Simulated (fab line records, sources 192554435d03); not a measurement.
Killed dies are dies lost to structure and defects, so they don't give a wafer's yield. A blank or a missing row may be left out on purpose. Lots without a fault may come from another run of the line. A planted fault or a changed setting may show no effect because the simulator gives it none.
Chamber matching | flow n5_finfet | N5_BEOL_M9_CURE_71 on uv_cure-03: 3 sister chambers
The step cures SiCOH lowk, time 240 s. 14 wafers are shown with their chamber, then 7 later ones without.

WAFERS WITH THEIR CHAMBER
wafer  | chamber | wafer_temp_C_max | lamp_power_pct (%)
L075.2 | 2       | 387.1            | 52.33
L075.5 | 2       | 388.9            | 52.24
L075.6 | 2       | 388.3            | 52.32
L076.3 | 1       | 386.9            | 52.27
L076.4 | 1       | 386.7            | 52.26
L076.6 | 1       | 386.4            | 52.28
L078.1 | 2       | 388.0            | 52.40
L078.2 | 2       | 387.7            | 52.35
L078.3 | 2       | 388.2            | 52.32
L078.4 | 2       | 386.8            | 52.29
L078.5 | 2       | 387.6            | 52.35
L078.6 | 2       | 387.3            | 52.34
L081.1 | 0       | 386.0            | 52.22
L081.4 | 0       | 385.9            | 52.17

SIGNATURES (means of the wafers above)
reading          | chamber 0 | chamber 1 | chamber 2 | scatter within a chamber
wafer_temp_C_max | 385.950   | 386.667   | 387.767   | 0.57
lamp_power_pct   | 52.1950   | 52.2700   | 52.3267   | 0.0394
Rule: a wafer's distance from a chamber is the root of the sum, over the readings, of the square of ((its reading less the chamber's mean) divided by the reading's scatter). The wafer belongs to the nearest chamber; if the next one is less than 2 further off, it can't be placed. The scatter: the root of (the sum of the squares of (reading less its chamber's mean) over the shown wafers, divided by (wafers less chambers)).

WAFERS WITHOUT THEIR CHAMBER
wafer  | wafer_temp_C_max | lamp_power_pct (%)
L081.5 | 386.0            | 52.28
L092.2 | 386.5            | 52.26
L092.4 | 386.0            | 52.29
L092.5 | 386.1            | 52.39
L093.2 | 387.6            | 52.31
L093.3 | 388.2            | 52.32
L093.6 | 387.8            | 52.31

WHICH CHAMBER EACH WENT THROUGH
wafer  | from the rows above          | in truth
L081.5 | can't be placed: 1 or 0      | 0
L092.2 | can't be placed: 1 or 0      | 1
L092.4 | can't be placed: 1 or 0 or 2 | 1
L092.5 | can't be placed: 1 or 2 or 0 | 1
L093.2 | can't be placed: 2 or 1      | 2
L093.3 | 2                            | 2
L093.6 | can't be placed: 2 or 1      | 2
Placed correctly: 1 of 7. Can't be placed from these rows: 6 (the true chamber is among the candidates in 6). Placed wrongly: 0.
